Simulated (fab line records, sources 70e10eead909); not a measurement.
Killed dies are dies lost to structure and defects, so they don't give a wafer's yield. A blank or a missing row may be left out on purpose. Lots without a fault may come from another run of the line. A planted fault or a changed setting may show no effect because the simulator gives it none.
Problem report in the 8D (eight disciplines) form, filled by code | flow nand_harc | the parts of the form that need people (team, actions taken, sign-off) are left out

1. THE PROBLEM
thk_nm at NHARC_A_ONON_D1_THK_MEAS_30 reads a mean of 1536 nm on 4 wafers of 3 lots; wafers without a fault read 997 nm with a standard deviation of 10. That is +54 standard deviations from the usual mean.
The step: measures by ellipsometry.
First seen on wafer L143.1, day 13 14:32, on film_metro-01. The record holds 43 wafers of 15 lots with a number at this step. Rule for "out", or "out of limits": more than 4 standard deviations from the usual mean. The other wafers with a number count as sound.

2. WHAT IT IS AND WHAT IT IS NOT
question                    | is                             | is not
which readings at this step | thk_nm                         | -
which lots                  | L143, L145, L147               | L131, L132, L133, L137, L139, L140, L141, L142, L151, L152, L153, L154
which wafers of those lots  | L143.1, L145.1, L145.3, L147.3 | L143.5, L145.4, L147.5
read on which gauges        | film_metro-01, film_metro-02   | -
when                        | from day 13 14:32              | up to then (25 sound wafers); but 14 sound wafers of L145, L147, L151, L152, L153, L154 came after

3. SUSPECTS, AND WHAT RULES EACH OUT
Counting: a tool at a process step up to the reading stays a suspect if it ran every lot that is out. Sound lots after the first of them don't rule it out here, since some wafers of a struck lot are sound.
- the gauge at NHARC_A_ONON_D1_THK_MEAS_30: ruled out. The wafers that are out were read on 2 gauges (film_metro-01, film_metro-02).
- pecvd_onon-03 at NHARC_A_ONON_D1_DEP_28 (target thk 1000 nm): kept. It ran every lot that is out, first L143 (day 13 14:02); its last sound lot up to then is L141 (day 12 21:12).
Left after counting: pecvd_onon-03 at NHARC_A_ONON_D1_DEP_28.

4. THE CAUSE (what the simulator had put in)
Process parameter drift: pecvd_onon-03, from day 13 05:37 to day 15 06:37, at NHARC_A_ONON_D1_DEP_28. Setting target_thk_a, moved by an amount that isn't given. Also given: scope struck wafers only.
Counting left only this tool.

5. THE CHAIN OF EFFECTS, in route order
Each row: a reading whose mean over the struck wafers that have a number lies more than 3 standard deviations from the usual. Only readings for which the record gives a usual standard deviation are gone through. hours: the time from each lot's start at the first step in this table that gives one to its start at this step, as a median over the lots. sigmas: the change in usual standard deviations.
hours | step                        | reading         | usual  | on struck wafers | change | sigmas
0     | NHARC_A_ONON_D1_THK_MEAS_30 | thk_nm          | 997 nm | 1536             | +538   | +54
387   | NHARC_END_SORT_01           | killed_at_array | 59     | 670              | +611   | +31
387   | NHARC_END_SORT_01           | killed_dies     | 64     | 677              | +613   | +29

6. WHAT WOULD HAVE CAUGHT IT SOONER
In this record the first reading out of limits at a measuring or inspecting step was taken at day 13 14:32, 9 hours after the fault began at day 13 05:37.
Of the lots that are out (3), L145, L147 began NHARC_A_ONON_D1_DEP_28 on pecvd_onon-03 after day 13 14:32. A hold on the tool at that time would have spared those 2.
